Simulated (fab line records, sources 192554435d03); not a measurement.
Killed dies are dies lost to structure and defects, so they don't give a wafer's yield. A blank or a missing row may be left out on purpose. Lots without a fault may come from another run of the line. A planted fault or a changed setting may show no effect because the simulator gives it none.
Which tool did it? | flow n5_finfet | 23 lots, 69 wafers sampled, at 3 steps of a route of 1938

WHAT THE GAUGES READ, wafer by wafer
N5_MOL_CONTACT_COAG_INSPECT_57: inspects for defects (brightfield). Usual: raw_defect_count 193, standard deviation 52.
lot  | measured     | on                | raw_defect_count | flag
L075 | day 5 06:36  | defect_inspect-01 | 228 226 333      |
L076 | day 5 13:02  | defect_inspect-01 | 160 162 198      |
L077 | day 5 18:09  | defect_inspect-01 | 137 129 110      |
L078 | day 6 04:43  | defect_inspect-01 | 293 233 257      |
L079 | day 6 09:31  | defect_inspect-01 | 239 190 114      |
L080 | day 6 14:27  | defect_inspect-01 | 274 270 234      |
L081 | day 6 22:19  | defect_inspect-01 | 219 198 121      |
L082 | day 7 02:04  | defect_inspect-01 | 250 168 129      |
L083 | day 7 09:13  | defect_inspect-02 | 213 130 243      |
L084 | day 7 20:26  | defect_inspect-01 | 173 284 225      |
L085 | day 7 23:47  | defect_inspect-02 | 164 160 144      |
L086 | day 8 09:26  | defect_inspect-01 | 190 140 214      |
L087 | day 8 15:17  | defect_inspect-01 | 197 137 190      |
L088 | day 8 20:35  | defect_inspect-01 | 135 149 170      |
L089 | day 9 05:14  | defect_inspect-01 | 297 227 192      |
L090 | day 9 06:42  | defect_inspect-01 | 197 166 126      |
L091 | day 9 12:22  | defect_inspect-01 | 153 242 193      |
L092 | day 9 23:29  | defect_inspect-02 | 139 134 131      |
L093 | day 9 23:55  | defect_inspect-02 | 251 164 217      |
L094 | day 10 09:23 | defect_inspect-01 | 210 231 260      |
L095 | day 10 19:55 | defect_inspect-01 | 225 187 187      |
L096 | day 10 22:08 | defect_inspect-02 | 316 205 194      |
L097 | day 11 06:04 | defect_inspect-02 | 175 132 125      |

WHICH TOOL RAN EACH LOT (tool, then ch and the chambers of the sampled wafers, then the start)
lot  | N5_MOL_CONTACT_COAG_ETCH_105       | N5_MOL_CONTACT_COAG_PRE_CLEAN_142
L075 | rie_diel-05 ch 0,1,2, day 4 19:27  | pvd_sputter-01, day 5 00:50
L076 | rie_diel-05 ch 0,1,3, day 5 02:28  | pvd_sputter-03, day 5 07:12
L077 | rie_diel-05 ch 1,2, day 5 08:16    | pvd_sputter-02, day 5 13:42
L078 | rie_diel-03 ch 1,3, day 5 17:08    | pvd_sputter-03, day 6 00:37
L079 | rie_diel-03 ch 0,2,3, day 5 23:31  | pvd_sputter-03, day 6 05:13
L080 | rie_diel-03 ch 0,2, day 6 04:47    | pvd_sputter-01, day 6 10:25
L081 | rie_diel-05 ch 2,3, day 6 11:55    | pvd_sputter-01, day 6 18:25
L082 | rie_diel-02 ch 0,2, day 6 17:45    | pvd_sputter-03, day 6 22:01
L083 | rie_diel-05 ch 2,3, day 7 00:29    | pvd_sputter-02, day 7 03:50
L084 | rie_diel-05 ch 0,2,3, day 7 11:04  | pvd_sputter-03, day 7 16:30
L085 | rie_diel-02 ch 1,2,3, day 7 13:28  | pvd_sputter-01, day 7 19:53
L086 | rie_diel-02 ch 0,1,2, day 8 00:06  | pvd_sputter-02, day 8 05:16
L087 | rie_diel-03 ch 1,3, day 8 02:47    | pvd_sputter-02, day 8 08:31
L088 | rie_diel-05 ch 0,1,2, day 8 07:06  | pvd_sputter-02, day 8 13:53
L089 | rie_diel-03 ch 1,2,3, day 8 17:54  | pvd_sputter-02, day 9 01:20
L090 | rie_diel-03 ch 0,1, day 8 20:34    | pvd_sputter-02, day 9 01:48
L091 | rie_diel-05 ch 2,3, day 9 01:38    | pvd_sputter-02, day 9 08:07
L092 | rie_diel-03 ch 1,3, day 9 12:10    | pvd_sputter-01, day 9 18:58
L093 | rie_diel-02 ch 0,1,3, day 9 12:56  | pvd_sputter-03, day 9 19:12
L094 | rie_diel-05 ch 2,3, day 9 21:35    | pvd_sputter-03, day 10 05:29
L095 | rie_diel-05 ch 0,2,3, day 10 02:07 | pvd_sputter-02, day 10 15:09
L096 | rie_diel-05 ch 0,3, day 10 11:28   | pvd_sputter-02, day 10 18:04
L097 | rie_diel-05 ch 0,1,3, day 10 20:37 | pvd_sputter-02, day 11 02:10
- N5_MOL_CONTACT_COAG_ETCH_105: etches SiARC in CF4, target depth 15.6 nm, time 26 s.
- N5_MOL_CONTACT_COAG_PRE_CLEAN_142: time 60 s.

WHAT THE TOOLS THEMSELVES READ (means of the sampled wafers that have a number; where no wafer has one, the mark that the record gives instead)
N5_MOL_CONTACT_COAG_ETCH_105. Usual: drypump_motor_current_A 5.8 A, standard deviation 0.45; etch_rf_on_time_s 25.8 s, standard deviation 0.61; oes_product_au 0.63 a.u., standard deviation 0.06; rf_vpp_V 184.2 V, standard deviation 1.1; showerhead_plenum_p_Torr 2.15 Torr, standard deviation 0.061; throttle_valve_pct 15.64 %, standard deviation 0.2.
lot  | tool        | drypump_motor_current_A (A) | etch_rf_on_time_s (s) | oes_product_au (a.u.) | rf_vpp_V (V) | showerhead_plenum_p_Torr (Torr) | throttle_valve_pct (%) | flag
L075 | rie_diel-05 | 5.5                         | 25.9                  | 0.61                  | 185.6        | 2.17                            | 15.66                  |
L076 | rie_diel-05 | 5.8                         | 25.5                  | 0.62                  | 185.0        | 2.21                            | 15.71                  |
L077 | rie_diel-05 | 5.4                         | 26.5                  | 0.59                  | 184.0        | 2.14                            | 15.72                  |
L078 | rie_diel-03 | 6.2                         | 25.8                  | 0.66                  | 184.2        | 2.15                            | 15.51                  |
L079 | rie_diel-03 | 5.9                         | 25.4                  | 0.61                  | 183.5        | 2.13                            | 15.63                  |
L080 | rie_diel-03 | 5.8                         | 25.5                  | 0.59                  | 183.5        | 2.12                            | 15.71                  |
L081 | rie_diel-05 | 6.2                         | 25.4                  | 0.70                  | 183.8        | 2.18                            | 15.63                  |
L082 | rie_diel-02 | 6.2                         | 26.3                  | 0.63                  | 183.2        | 2.02                            | 15.73                  |
L083 | rie_diel-05 | 5.8                         | 26.1                  | 0.74                  | 184.8        | 2.14                            | 15.42                  |
L084 | rie_diel-05 | 5.9                         | 25.7                  | 0.68                  | 184.5        | 2.17                            | 15.54                  |
L085 | rie_diel-02 | 5.7                         | 26.7                  | 0.65                  | 183.8        | 2.14                            | 15.65                  |
L086 | rie_diel-02 | 5.8                         | 26.3                  | 0.61                  | 183.6        | 2.10                            | 15.70                  |
L087 | rie_diel-03 | 6.2                         | 26.1                  | 0.65                  | 184.4        | 2.14                            | 15.54                  |
L088 | rie_diel-05 | 5.5                         | 25.6                  | 0.67                  | 184.6        | 2.16                            | 15.56                  |
L089 | rie_diel-03 | 5.9                         | 25.4                  | 0.62                  | 183.4        | 2.13                            | 15.58                  |
L090 | rie_diel-03 | 6.3                         | 26.3                  | 0.60                  | 183.8        | 2.12                            | 15.77                  |
L091 | rie_diel-05 | 5.8                         | 25.7                  | 0.71                  | 183.7        | 2.13                            | 15.46                  |
L092 | rie_diel-03 | 6.0                         | 25.5                  | 0.63                  | 184.3        | 2.13                            | 15.52                  |
L093 | rie_diel-02 | 5.9                         | 26.1                  | 0.65                  | 183.5        | 2.08                            | 15.61                  |
L094 | rie_diel-05 | 6.2                         | 25.8                  | 0.65                  | 184.1        | 2.17                            | 15.69                  |
L095 | rie_diel-05 | 5.9                         | 25.8                  | 0.65                  | 184.7        | 2.17                            | 15.58                  |
L096 | rie_diel-05 | 6.3                         | 25.7                  | 0.60                  | 185.5        | 2.20                            | 15.81                  |
L097 | rie_diel-05 | 5.8                         | 25.6                  | 0.60                  | 184.1        | 2.20                            | 15.80                  |

N5_MOL_CONTACT_COAG_PRE_CLEAN_142. Usual: heater_power_w 467 W, standard deviation 52.
lot  | tool           | heater_power_w (W) | flag
L075 | pvd_sputter-01 | 537                |
L076 | pvd_sputter-03 | 493                |
L077 | pvd_sputter-02 | 453                |
L078 | pvd_sputter-03 | 490                |
L079 | pvd_sputter-03 | 494                |
L080 | pvd_sputter-01 | 474                |
L081 | pvd_sputter-01 | 467                |
L082 | pvd_sputter-03 | 501                |
L083 | pvd_sputter-02 | 486                |
L084 | pvd_sputter-03 | 487                |
L085 | pvd_sputter-01 | 458                |
L086 | pvd_sputter-02 | 427                |
L087 | pvd_sputter-02 | 414                |
L088 | pvd_sputter-02 | 439                |
L089 | pvd_sputter-02 | 412                |
L090 | pvd_sputter-02 | 417                |
L091 | pvd_sputter-02 | 438                |
L092 | pvd_sputter-01 | 476                |
L093 | pvd_sputter-03 | 493                |
L094 | pvd_sputter-03 | 502                |
L095 | pvd_sputter-02 | 461                |
L096 | pvd_sputter-02 | 432                |
L097 | pvd_sputter-02 | 462                |

THE ANSWER, worked out from the rows above alone
Rule: a lot is off if the mean of its wafers that have a number lies more than 3 standard deviations from the usual mean. A lot without any number at a reading at which 4 lots or more have one is off too. The other lots that the step has rows for count as sound. The gauges are gone through in route order, then the tools' own readings, and for those a lot's mean is taken as printed above. The first step at which some lot is off is used, and at that step the reading that is off furthest; a lot without a number counts as furthest.
No lot is off at any reading shown: from this, nothing can be told.

WHAT THE SIMULATOR HAD PUT IN
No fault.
